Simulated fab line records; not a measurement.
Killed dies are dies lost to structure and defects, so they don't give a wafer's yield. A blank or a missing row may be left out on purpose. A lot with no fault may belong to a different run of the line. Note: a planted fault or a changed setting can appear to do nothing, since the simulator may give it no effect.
fab line records | flow nand-harc
[record] lots = 10 | wafers = 30 | last-day = 33
route steps=1302 shown A_CHANNEL_HOLE_D2@583 END@1302
lots with no fault: from the same line, run without faults
start-h: the number of hours between the record's first day and the start of the first shown wafer of the lot | wait-h: hours from the lot's prior step to this one | " same as the row above | L1.1+2: a row that stands for several wafers | - no value, or no start was given | * or withheld: withheld | < > ~ a bound
route shown NAME@n: a module of which the file shows steps, and the number in the route of the first | usual: average and standard deviation across the fault-free wafers | same: alike in all rows | chamber/n: place in a boat | sites: readings site by site | _std_site: the standard deviation of these | _edge_site: the outer-site mean with the inner-site mean subtracted | radius-mm: how far each site lies from the wafer's centre | mask NAME#n: copy n | behind: tool/chamber where the wafer was last shaped | hold: the reason the lot was held/the length of the hold in hours/how it ended | device: names the non-switching transistor (n, p or np) | end of line: the route-end tests of the same wafers | step lacking rows: just its recipe | killed: the dies lost at the first sort to structure and to defects; this is not the yield of the wafer | map: the dies of a wafer, with x for killed, . for not killed, _ for no die there
set.NAME: the setting that was run; set.NAME@STEP: the one run at that earlier step | model.NAME: the simulator's own value behind a step, which no gauge read
the route's steps for a sample of lots (tables are steps, rows are wafers)
services: a tool's chamber out of use, with start hour (start-h, from the record's first day; less than 0 if before it), hours out, and reason
[[steps]]
[step NHARC_A_CHANNEL_HOLE_D2_OVL_MEAS_11]
[usual] overlay-x-nm = 0.0/0.97 | overlay-y-nm = 0.2/0.94
lot.wafer | tool       | chamber | start-h | wait-h | overlay-x-nm | overlay-y-nm
L996.2    | overlay-02 | -       | 337.70  | -      | -0.2         | 2.3
L996.4    | "          | -       | "       | "      | 0.0          | 1.6
L996.5    | "          | -       | "       | "      | 0.0          | 1.7
L995.3    | overlay-02 | -       | 337.86  | -      | 0.6          | -1.4
L995.5    | "          | -       | "       | "      | 0.4          | -1.4
L995.6    | "          | -       | "       | "      | -0.2         | -1.6
L999.1    | overlay-01 | -       | 380.58  | -      | -0.2         | 0.0
L999.2    | "          | -       | "       | "      | 0.3          | 0.0
L999.4    | "          | -       | "       | "      | 0.8          | 0.2
L100.1    | overlay-02 | -       | 396.41  | -      | 0.5          | -0.2
L100.2    | "          | -       | "       | "      | 0.2          | -0.1
L100.3    | "          | -       | "       | "      | 0.5          | 0.3
L101.2    | overlay-01 | -       | 396.89  | -      | -0.9         | 0.6
L101.3    | "          | -       | "       | "      | -1.3         | 0.6
L101.6    | "          | -       | "       | "      | -0.8         | 0.9
L103.1    | overlay-02 | -       | 404.49  | -      | 1.7          | 0.3
L103.2    | "          | -       | "       | "      | 1.7          | -0.7
L103.5    | "          | -       | "       | "      | 2.4          | -0.2
L106.2    | overlay-01 | -       | 444.18  | -      | -1.1         | 0.3
L106.4    | "          | -       | "       | "      | -1.1         | -0.3
L106.6    | "          | -       | "       | "      | -1.3         | 0.3
L111.1    | overlay-02 | -       | 496.29  | -      | -1.3         | 1.1
L111.2    | "          | -       | "       | "      | -0.9         | 0.7
L111.5    | "          | -       | "       | "      | -0.8         | 1.1
L112.3    | overlay-01 | -       | 514.28  | -      | 0.7          | 0.8
L112.4    | "          | -       | "       | "      | 0.5          | 0.5
L112.6    | "          | -       | "       | "      | 0.1          | 1.0
L114.2    | overlay-02 | -       | 514.65  | -      | 0.0          | 1.3
L114.5    | "          | -       | "       | "      | 0.3          | 1.1
L114.6    | "          | -       | "       | "      | 0.1          | 0.9
[step NHARC_A_CHANNEL_HOLE_D2_ETCH_23]
[recipe] bias-v = 5000 | source-w = withheld | pressure-mtorr = 20 | time-s = 819 | ar-flow-sccm = 375 | c4f8-flow-sccm = 89.3 | o2-flow-sccm = 35.7 | temp-c = -20 | target-depth-a = 16000 | chemistry = C4F8/O2/Ar
[usual] chamber-pressure-mTorr = 20.002/0.018 | drypump-motor-current-A = 5.74/0.15 | he-backside-leak-sccm = 5.9/1.1 | showerhead-plenum-p-Torr = 3.65/0.15 | throttle-valve-pct = 32.156/0.009
lot.wafer | tool        | chamber | start-h | wait-h | chamber-pressure-mTorr | drypump-motor-current-A | he-backside-leak-sccm | rf-hours-counter-h | showerhead-plenum-p-Torr | throttle-valve-pct
L996.2    | har-etch-01 | 0       | 344.55  | 0.5    | 20.013                 | 5.59                    | 5.8                   | 181                | 3.51                     | 32.158
L996.4    | "           | 0       | "       | "      | 19.978                 | 5.58                    | 5.5                   | -                  | 3.51                     | 32.174
L996.5    | "           | 1       | "       | "      | 20.032                 | 5.60                    | 5.4                   | -                  | 3.62                     | 32.168
L995.3    | har-etch-02 | 1       | 345.54  | 0.5    | 20.013                 | 5.94                    | 7.1                   | -                  | 3.71                     | 32.172
L995.6    | "           | 1       | "       | "      | 19.993                 | 5.93                    | 7.9                   | -                  | 3.71                     | 32.167
L995.5    | "           | 0       | "       | "      | 20.011                 | 5.76                    | 6.9                   | -                  | 3.46                     | 32.157
L999.2    | har-etch-01 | 0       | 383.29  | 0.5    | 20.014                 | 5.58                    | 5.7                   | 200                | 3.50                     | 32.150
L999.1    | "           | 1       | "       | "      | 19.976                 | 5.60                    | 5.4                   | 200                | 3.61                     | 32.181
L999.4    | "           | 0       | "       | "      | 20.000                 | 5.58                    | 5.7                   | -                  | 3.50                     | 32.161
L100.1    | har-etch-02 | 1       | 399.35  | 0.5    | 20.014                 | 5.95                    | 4.5                   | 5                  | 3.70                     | 32.161
L100.2    | "           | 0       | "       | "      | 20.002                 | 5.76                    | 7.6                   | 5                  | 3.93                     | 32.146
L100.3    | "           | 0       | "       | "      | 20.037                 | 5.78                    | 5.7                   | -                  | 3.93                     | 32.166
L101.2    | har-etch-01 | 0       | 403.51  | 0.5    | 19.997                 | 5.59                    | 5.7                   | 219                | 3.49                     | 32.165
L101.3    | "           | 0       | "       | "      | 20.002                 | 5.57                    | 5.7                   | -                  | 3.49                     | 32.157
L101.6    | "           | 1       | "       | "      | 20.016                 | 5.59                    | 5.8                   | -                  | 3.60                     | 32.154
L103.2    | har-etch-02 | 0       | 410.76  | 0.5    | 19.988                 | 5.76                    | 5.9                   | 13                 | 3.93                     | 32.136
L103.1    | "           | 1       | "       | "      | 20.012                 | 5.94                    | 4.7                   | 13                 | 3.69                     | 32.158
L103.5    | "           | 0       | "       | "      | 19.983                 | 5.78                    | 5.9                   | -                  | 3.93                     | 32.150
L106.2    | har-etch-02 | 1       | 446.90  | 0.5    | 20.015                 | 5.97                    | 5.1                   | 32                 | 3.68                     | 32.157
L106.4    | "           | 1       | "       | "      | 19.962                 | 5.97                    | 4.6                   | -                  | 3.68                     | 32.142
L106.6    | "           | 1       | "       | "      | 19.989                 | 5.94                    | 4.4                   | -                  | 3.68                     | 32.155
L111.1    | har-etch-02 | 1       | 498.99  | 0.5    | 20.026                 | 5.96                    | 4.7                   | 62                 | 3.67                     | 32.138
L111.2    | "           | 0       | "       | "      | 19.999                 | 5.75                    | 5.7                   | 62                 | 3.90                     | 32.164
L111.5    | "           | 1       | "       | "      | 19.991                 | 5.96                    | 5.0                   | -                  | 3.67                     | 32.154
L112.3    | har-etch-02 | 1       | 517.22  | 0.5    | 19.988                 | 5.96                    | 4.9                   | -                  | 3.66                     | 32.156
L112.4    | "           | 0       | "       | "      | 19.997                 | 5.77                    | 6.0                   | -                  | 3.89                     | 32.142
L112.6    | "           | 0       | "       | "      | 20.033                 | 5.78                    | 6.1                   | -                  | 3.89                     | 32.163
L114.2    | har-etch-01 | 0       | 518.53  | 0.5    | 19.984                 | 5.58                    | 11.2                  | 288                | 3.45                     | 32.149
L114.6    | "           | 1       | "       | "      | 19.971                 | 5.60                    | 6.1                   | -                  | 3.56                     | 32.146
L114.5    | "           | 0       | "       | "      | 19.965                 | 5.60                    | 5.9                   | -                  | 3.45                     | 32.164
[step NHARC_A_CHANNEL_HOLE_D2_ETCH_27]
[recipe] bias-v = 400 | source-w = 2000 | pressure-mtorr = 25 | time-s = 90 | ar-flow-sccm = 375 | c4f8-flow-sccm = 41.7 | o2-flow-sccm = 83.3 | temp-c = -20 | target-depth-a = 4000 | chemistry = C4F8/O2/Ar
[usual] chamber-pressure-mTorr = 25.000/0.025 | drypump-motor-current-A = 5.74/0.15 | he-backside-leak-sccm = 5.9/0.78 | showerhead-plenum-p-Torr = 3.68/0.16 | throttle-valve-pct = 27.619/0.0096
lot.wafer | tool        | chamber | start-h | wait-h | chamber-pressure-mTorr | drypump-motor-current-A | he-backside-leak-sccm | rf-hours-counter-h | showerhead-plenum-p-Torr | throttle-valve-pct
L996.2    | har-etch-01 | 0       | 347.01  | 0.2    | 25.016                 | 5.58                    | 5.5                   | 183                | 3.54                     | 27.635
L996.4    | "           | 0       | "       | "      | 24.964                 | 5.58                    | 5.6                   | -                  | 3.54                     | 27.620
L996.5    | "           | 1       | "       | "      | 24.977                 | 5.59                    | 5.8                   | -                  | 3.66                     | 27.607
L995.3    | har-etch-02 | 1       | 347.93  | 0.2    | 24.983                 | 5.96                    | 7.8                   | -                  | 3.75                     | 27.598
L995.6    | "           | 1       | "       | "      | 24.990                 | 5.95                    | 7.8                   | -                  | 3.75                     | 27.600
L995.5    | "           | 0       | "       | "      | 25.001                 | 5.77                    | 6.9                   | -                  | 3.49                     | 27.617
L999.2    | har-etch-01 | 0       | 385.82  | 0.2    | 24.986                 | 5.59                    | 5.9                   | 202                | 3.53                     | 27.609
L999.1    | "           | 1       | "       | "      | 25.059                 | 5.59                    | 5.9                   | 202                | 3.65                     | 27.624
L999.4    | "           | 0       | "       | "      | 24.984                 | 5.58                    | 5.8                   | -                  | 3.53                     | 27.617
L100.1    | har-etch-02 | 1       | 401.92  | 0.2    | 24.997                 | 5.97                    | 4.7                   | 7                  | 3.74                     | 27.619
L100.2    | "           | 0       | "       | "      | 24.992                 | 5.77                    | 5.4                   | 7                  | 3.98                     | 27.621
L100.3    | "           | 0       | "       | "      | 24.992                 | 5.76                    | 5.5                   | -                  | 3.98                     | 27.622
L101.2    | har-etch-01 | 0       | 406.03  | 0.2    | 24.971                 | 5.58                    | 5.9                   | 221                | 3.52                     | 27.625
L101.3    | "           | 0       | "       | "      | 24.999                 | 5.59                    | 5.8                   | -                  | 3.52                     | 27.622
L101.6    | "           | 1       | "       | "      | 24.991                 | 5.61                    | 6.9                   | -                  | 3.63                     | 27.617
L103.2    | har-etch-02 | 0       | 413.29  | 0.2    | 25.009                 | 5.79                    | 5.6                   | 15                 | 3.97                     | 27.637
L103.1    | "           | 1       | "       | "      | 25.003                 | 5.98                    | 4.6                   | 15                 | 3.73                     | 27.625
L103.5    | "           | 0       | "       | "      | 25.012                 | 5.76                    | 5.8                   | -                  | 3.97                     | 27.617
L106.2    | har-etch-02 | 1       | 449.43  | 0.2    | 24.984                 | 5.97                    | 4.6                   | 34                 | 3.72                     | 27.621
L106.4    | "           | 1       | "       | "      | 25.018                 | 5.98                    | 4.8                   | -                  | 3.72                     | 27.606
L106.6    | "           | 1       | "       | "      | 25.013                 | 5.97                    | 4.7                   | -                  | 3.72                     | 27.625
L111.1    | har-etch-02 | 1       | 501.52  | 0.2    | 25.032                 | 5.94                    | 4.7                   | 65                 | 3.70                     | 27.606
L111.2    | "           | 0       | "       | "      | 25.038                 | 5.75                    | 5.8                   | 65                 | 3.94                     | 27.625
L111.5    | "           | 1       | "       | "      | 24.981                 | 5.95                    | 4.7                   | -                  | 3.70                     | 27.630
L112.3    | har-etch-02 | 1       | 519.59  | 0.2    | 25.002                 | 5.95                    | 4.9                   | -                  | 3.70                     | 27.623
L112.4    | "           | 0       | "       | "      | 24.992                 | 5.78                    | 6.0                   | -                  | 3.94                     | 27.613
L112.6    | "           | 0       | "       | "      | 25.054                 | 5.78                    | 5.8                   | -                  | 3.94                     | 27.617
L114.2    | har-etch-01 | 0       | 520.96  | 0.2    | 24.952                 | 5.58                    | 6.0                   | 290                | 3.48                     | 27.610
L114.6    | "           | 1       | "       | "      | 24.985                 | 5.61                    | 5.8                   | -                  | 3.60                     | 27.619
L114.5    | "           | 0       | "       | "      | 24.985                 | 5.59                    | 6.0                   | -                  | 3.48                     | 27.616
[step NHARC_A_CHANNEL_HOLE_D2_STRIP_28]
[recipe] o2-flow-sccm = 500 | ar-flow-sccm = 0 | bias-w = 0 | chemistry = O2
[usual] chamber-pressure-mTorr = 60.00/0.053 | drypump-motor-current-A = 5.6/0.4 | oes-product-au = 1.004/0.011 | rf-vpp-V = 57.9/0.95 | showerhead-plenum-p-Torr = 3.55/0.16 | throttle-valve-pct = 17.037/0.0097
lot.wafer | tool        | chamber | start-h | wait-h | chamber-pressure-mTorr | drypump-motor-current-A | oes-product-au | rf-hours-counter-h | rf-vpp-V | showerhead-plenum-p-Torr | throttle-valve-pct
L996.2    | rie-diel-08 | 2       | 347.82  | -      | 60.03                  | 5.1                     | 1.002          | 7.4                | 57.9     | 3.55                     | 17.029
L996.4    | "           | 0       | "       | "      | 60.05                  | 5.7                     | 1.030          | 7.5                | 57.7     | 3.38                     | 17.046
L996.5    | "           | 2       | "       | "      | 60.02                  | 5.1                     | 1.011          | -                  | 58.7     | 3.55                     | 17.037
L995.3    | rie-diel-12 | 2       | 348.87  | -      | 60.00                  | 5.9                     | 1.004          | 4.3                | 56.5     | 3.32                     | 17.038
L995.6    | "           | 3       | "       | "      | 59.98                  | 6.5                     | 1.006          | -                  | 58.5     | 3.71                     | 17.040
L995.5    | "           | 0       | "       | "      | 60.02                  | 5.9                     | 1.005          | -                  | 59.7     | 3.73                     | 17.019
L999.4    | rie-diel-08 | 2       | 386.67  | -      | 59.97                  | 5.1                     | 1.000          | 0.6                | 59.2     | 3.55                     | 17.040
L999.1    | "           | 3       | "       | "      | 60.07                  | 5.5                     | 1.002          | 0.8                | 58.7     | 3.77                     | 17.037
L999.2    | "           | 0       | "       | "      | 60.01                  | 5.7                     | 1.019          | 0.7                | 58.0     | 3.38                     | 17.021
L100.2    | rie-diel-08 | 0       | 402.76  | -      | 59.97                  | 5.7                     | 1.018          | 1.5                | 58.6     | 3.38                     | 17.046
L100.1    | "           | 1       | "       | "      | 59.95                  | 5.1                     | 0.986          | 1.3                | 57.4     | 3.41                     | 17.031
L100.3    | "           | 2       | "       | "      | 60.03                  | 5.1                     | 0.983          | 1.5                | 56.0     | 3.55                     | 17.047
L101.2    | rie-diel-08 | 1       | 406.93  | -      | 15.14                  | 5.0                     | 0.992          | 1.4                | 57.6     | 3.41                     | 17.030
L101.3    | "           | 3       | "       | "      | 15.06                  | 5.5                     | 0.999          | 1.8                | 57.9     | 3.77                     | 17.029
L101.6    | "           | 1       | "       | "      | 15.15                  | 5.0                     | 0.983          | -                  | 58.1     | 3.41                     | 17.046
L103.2    | rie-diel-08 | 3       | 414.18  | -      | 15.16                  | 5.5                     | 1.000          | 2.1                | 56.5     | 3.77                     | 17.019
L103.1    | "           | 0       | "       | "      | 15.10                  | 5.7                     | 1.017          | 2.0                | 56.5     | 3.38                     | 17.027
L103.5    | "           | 2       | "       | "      | 15.12                  | 5.1                     | 1.000          | -                  | 58.1     | 3.55                     | 17.040
L106.4    | rie-diel-06 | 1       | 450.39  | -      | 60.03                  | 5.1                     | 0.993          | 6.3                | 58.5     | 3.54                     | 17.033
L106.2    | "           | 2       | "       | "      | 60.03                  | 5.5                     | 1.008          | 7.0                | 57.2     | 3.31                     | 17.021
L106.6    | "           | 0       | "       | "      | 60.01                  | 5.5                     | 1.006          | -                  | 57.7     | 3.60                     | 17.048
L111.2    | rie-diel-12 | 1       | 502.42  | -      | 59.94                  | 5.8                     | 1.008          | 2.5                | 58.7     | 3.60                     | 17.036
L111.1    | "           | 3       | "       | "      | 59.93                  | 6.5                     | 0.993          | 3.1                | 58.8     | 3.71                     | 17.026
L111.5    | "           | 0       | "       | "      | 60.07                  | 5.9                     | 0.997          | -                  | 57.8     | 3.72                     | 17.042
L112.4    | rie-diel-06 | 2       | 520.48  | -      | 59.95                  | 5.5                     | 1.015          | 2.9                | 56.2     | 3.30                     | 17.031
L112.3    | "           | 3       | "       | "      | 59.97                  | 5.7                     | 1.020          | 1.8                | 58.5     | 3.70                     | 17.038
L112.6    | "           | 0       | "       | "      | 59.91                  | 5.5                     | 0.999          | -                  | 57.0     | 3.60                     | 17.027
L114.2    | rie-diel-08 | 1       | 521.94  | -      | 60.00                  | 5.1                     | 0.983          | 6.2                | 58.1     | 3.40                     | 17.023
L114.5    | "           | 2       | "       | "      | 60.08                  | 5.1                     | 1.011          | -                  | 57.5     | 3.55                     | 17.027
L114.6    | "           | 3       | "       | "      | 59.94                  | 5.5                     | 1.007          | -                  | 58.2     | 3.77                     | 17.053
[step NHARC_A_CHANNEL_HOLE_D2_CD_MEAS_31]
[usual] cd-nm = 89.9/1.1
lot.wafer | tool      | chamber | start-h | wait-h | cd-nm
L996.2    | cd-sem-03 | -       | 348.53  | -      | 87.7
L996.4    | "         | -       | "       | "      | 90.0
L996.5    | "         | -       | "       | "      | 89.6
L995.3    | cd-sem-01 | -       | 349.42  | -      | 90.4
L995.5    | "         | -       | "       | "      | 89.8
L995.6    | "         | -       | "       | "      | 89.9
L999.1    | cd-sem-02 | -       | 387.37  | -      | 87.9
L999.2    | "         | -       | "       | "      | 89.6
L999.4    | "         | -       | "       | "      | 89.8
L100.1    | cd-sem-01 | -       | 403.47  | -      | 90.8
L100.2    | "         | -       | "       | "      | 89.9
L100.3    | "         | -       | "       | "      | 88.9
L101.2    | cd-sem-01 | -       | 407.58  | -      | 85.8
L101.3    | "         | -       | "       | "      | 87.7
L101.6    | "         | -       | "       | "      | 85.4
L103.1    | cd-sem-01 | -       | 414.83  | -      | 85.9
L103.2    | "         | -       | "       | "      | 85.0
L103.5    | "         | -       | "       | "      | 88.3
L106.2    | cd-sem-02 | -       | 451.03  | -      | 89.4
L106.4    | "         | -       | "       | "      | 90.0
L106.6    | "         | -       | "       | "      | 90.4
L111.1    | cd-sem-03 | -       | 503.07  | -      | 89.0
L111.2    | "         | -       | "       | "      | 89.5
L111.5    | "         | -       | "       | "      | 88.4
L112.3    | cd-sem-03 | -       | 521.07  | -      | 89.5
L112.4    | "         | -       | "       | "      | 89.1
L112.6    | "         | -       | "       | "      | 90.9
L114.2    | cd-sem-02 | -       | 522.48  | -      | 89.6
L114.5    | "         | -       | "       | "      | 90.4
L114.6    | "         | -       | "       | "      | 90.8
[step NHARC_A_CHANNEL_HOLE_D2_XSEM_32]
[recipe] landing-energy-ev = 35000
[usual] bot-cd-nm = 74.5/1.1 | bow-nm = 8.7/0.44 | tilt-deg = 0.08/0.041
lot.wafer | tool    | chamber | start-h | wait-h | bot-cd-nm | bow-nm | tilt-deg
L996.2    | xsem-02 | 0       | 348.62  | 0.1    | 72.0      | 8.8    | 0.00
L996.4    | "       | 0       | "       | "      | 74.1      | 8.8    | 0.00
L996.5    | "       | 0       | "       | "      | 73.7      | 8.7    | 0.00
L995.3    | xsem-01 | 0       | 349.50  | 0.1    | 75.4      | 9.2    | 0.06
L995.5    | "       | 0       | "       | "      | 74.7      | 9.3    | 0.06
L995.6    | "       | 0       | "       | "      | 74.6      | 9.3    | 0.06
L999.1    | xsem-02 | 0       | 387.46  | 0.1    | 73.3      | 9.5    | 0.08
L999.2    | "       | 0       | "       | "      | 74.7      | 9.3    | 0.08
L999.4    | "       | 0       | "       | "      | 75.2      | 9.3    | 0.08
L100.1    | xsem-02 | 0       | 403.56  | 0.1    | 75.2      | 9.0    | 0.13
L100.2    | "       | 0       | "       | "      | 73.6      | 9.1    | 0.13
L100.3    | "       | 0       | "       | "      | 73.4      | 9.0    | 0.13
L101.2    | xsem-02 | 0       | 407.67  | 0.1    | 70.1      | 8.6    | 0.10
L101.3    | "       | 0       | "       | "      | 71.6      | 8.6    | 0.10
L101.6    | "       | 0       | "       | "      | 69.6      | 8.5    | 0.10
L103.1    | xsem-01 | 0       | 414.91  | 0.1    | 71.0      | 8.6    | 0.09
L103.2    | "       | 0       | "       | "      | 70.2      | 8.6    | 0.09
L103.5    | "       | 0       | "       | "      | 71.8      | 8.6    | 0.09
L106.2    | xsem-01 | 0       | 451.12  | 0.1    | 73.5      | 8.0    | 0.03
L106.4    | "       | 0       | "       | "      | 74.2      | 8.0    | 0.03
L106.6    | "       | 0       | "       | "      | 75.1      | 8.1    | 0.03
L111.1    | xsem-02 | 0       | 503.16  | 0.1    | 73.6      | 8.7    | 0.08
L111.2    | "       | 0       | "       | "      | 73.9      | 8.8    | 0.08
L111.5    | "       | 0       | "       | "      | 72.8      | 8.8    | 0.08
L112.3    | xsem-02 | 0       | 521.17  | 0.1    | 74.4      | 8.8    | 0.12
L112.4    | "       | 0       | "       | "      | 74.2      | 8.8    | 0.12
L112.6    | "       | 0       | "       | "      | 75.3      | 8.9    | 0.12
L114.2    | xsem-01 | 0       | 522.57  | 0.1    | 74.8      | 8.4    | 0.06
L114.5    | "       | 0       | "       | "      | 75.5      | 8.4    | 0.06
L114.6    | "       | 0       | "       | "      | 76.1      | 8.5    | 0.06
[step NHARC_END_SORT_01]
[recipe] temp-c = 25
[usual] killed-at-array = 57/18 | killed-at-other = 0.8/1 | killed-at-periphery = 3.9/2.8 | killed-dies = 62/18 | killed-open = 3.4/1.8 | killed-short = 2.2/1.6
[same] gross-dies = 677
lot.wafer | tool      | chamber | start-h | wait-h | killed-at-array | killed-at-other | killed-at-periphery | killed-dies | killed-open | killed-short
L999.1    | prober-02 | 0       | 653.85  | 2.5    | 56              | 0               | 8                   | 64          | 3           | 1
L999.2    | prober-02 | 0       | 654.64  | 2.8    | 64              | 0               | 5                   | 69          | 3           | 1
L999.4    | prober-02 | 0       | 656.21  | 3.4    | 57              | 0               | 3                   | 60          | 4           | 4
L100.2    | prober-02 | 0       | 676.81  | 2.8    | 39              | 0               | 2                   | 41          | 2           | 2
// killed by level:class
L999.1 A_CHANNEL_HOLE_D1:chamber-film-flake=28 A_CHANNEL_HOLE_D2:chamber-film-flake=22 P_M2:chamber-film-flake=4 P_CONTACT:chamber-film-flake=2 A_CONTACT:chamber-film-flake=2 P_GATE:geometric-particle:open=1 A_ONON_D2:geometric-particle:short=1 A_SGD_CUT:geometric-particle:open=1
L999.2 A_CHANNEL_HOLE_D1:chamber-film-flake=35 A_CHANNEL_HOLE_D2:chamber-film-flake=17 P_M2:chamber-film-flake=4 A_CONTACT:chamber-film-flake=3 A_CHANNEL_FILL_D1:geometric-particle:open=2 A_SLIT:chamber-film-flake=2 A_CHANNEL_HOLE_D2:geometric-particle:open=1 A_WL_FILL:geometric-particle:short=1
L999.4 A_CHANNEL_HOLE_D1:chamber-film-flake=28 A_CHANNEL_HOLE_D2:chamber-film-flake=17 A_SLIT:chamber-film-flake=3 A_DECK1_JOINT:geometric-particle:short=2 A_CONTACT:chamber-film-flake=2 P_M0:geometric-particle:open=1 P_M1:geometric-particle:short=1 A_CHANNEL_HOLE_D1:geometric-particle:open=1
L100.2 A_SLIT:chamber-film-flake=30 A_CHANNEL_HOLE_D1:chamber-film-flake=3 A_BLC:chamber-film-flake=2 P_CONTACT:geometric-particle:short=1 P_M0:geometric-particle:open=1 A_ONON_D2:geometric-particle:open=1 A_CHANNEL_HOLE_D2:geometric-particle:short=1 A_CHANNEL_HOLE_D2:chamber-film-flake=1
[[services]]
tool        | chamber | start-h | hours | kind
rie-diel-08 | 0       | 322.30  | -     | clean
rie-diel-08 | 1       | 322.30  | -     | clean
rie-diel-08 | 0       | 342.49  | 1.4   | repair
rie-diel-06 | 2       | 342.62  | 1.2   | repair
rie-diel-06 | 3       | 347.65  | 2.1   | repair
rie-diel-08 | -       | 367.80  | 9.0   | pm
rie-diel-06 | -       | 373.74  | 0.8   | repair
xsem-01     | -       | 374.00  | 14.0  | pm
har-etch-02 | -       | 377.00  | 17.0  | pm
har-etch-02 | 0       | 377.00  | 17.0  | vent-cycle
har-etch-02 | 1       | 377.00  | 17.0  | vent-cycle
rie-diel-12 | 0       | 383.72  | 7.1   | repair
har-etch-02 | 0       | 394.00  | -     | clean
har-etch-02 | 0       | 394.00  | -     | consumable-replace:focus-ring
har-etch-02 | 0       | 394.00  | -     | consumable-replace:showerhead
har-etch-02 | 1       | 394.00  | -     | clean
har-etch-02 | 1       | 394.00  | -     | consumable-replace:esc
har-etch-02 | 1       | 394.00  | -     | consumable-replace:focus-ring
rie-diel-12 | 1       | 402.89  | 3.6   | repair
rie-diel-08 | -       | 405.18  | 0.2   | repair
har-etch-02 | -       | 441.44  | 0.3   | repair
rie-diel-12 | -       | 445.40  | 9.0   | pm
rie-diel-06 | -       | 484.27  | 9.0   | pm
rie-diel-12 | -       | 504.33  | 0.7   | repair
[[key]]
[first-sign] step = NHARC_A_CHANNEL_HOLE_D2_STRIP_28 | reading = chamber-pressure-mTorr | direction = down | sigmas = 99+ | usual = 60.00 | struck = 15.12
[effect] step = NHARC_A_CHANNEL_HOLE_D2_CD_MEAS_31 | reading = cd-nm | direction = down | sigmas = 3.4 | usual = 89.9 | struck = 86.4
[effect] step = NHARC_A_CHANNEL_HOLE_D2_XSEM_32 | reading = bot-cd-nm | direction = down | sigmas = 3.3 | usual = 74.5 | struck = 70.7
met-at NHARC_A_CHANNEL_HOLE_D2_STRIP_28
struck-lots L101,L103
tester-left-out L101,L103
not-acting-at NHARC_A_CHANNEL_HOLE_D2_OVL_MEAS_11,NHARC_A_CHANNEL_HOLE_D2_ETCH_23,NHARC_A_CHANNEL_HOLE_D2_ETCH_27
onset-between 402.76 406.93
[fault] kind = process-parameter-drift | tool = rie-diel-08 | chamber = - | onset-h = 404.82 | steps = NHARC_A_CHANNEL_HOLE_D2_STRIP_28 | channel = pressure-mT | offset = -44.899 | shape = step | end-h = 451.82 | acts-in = these-recipes-only | stated = 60
// tester-left-out: of these lots the tester's yield and bins aren't shown, on N5 and GAA mostly nor the transistor test; their killed dies are dies lost to structure and defects alone, not to doping, threshold or leakage, so they don't give the yield
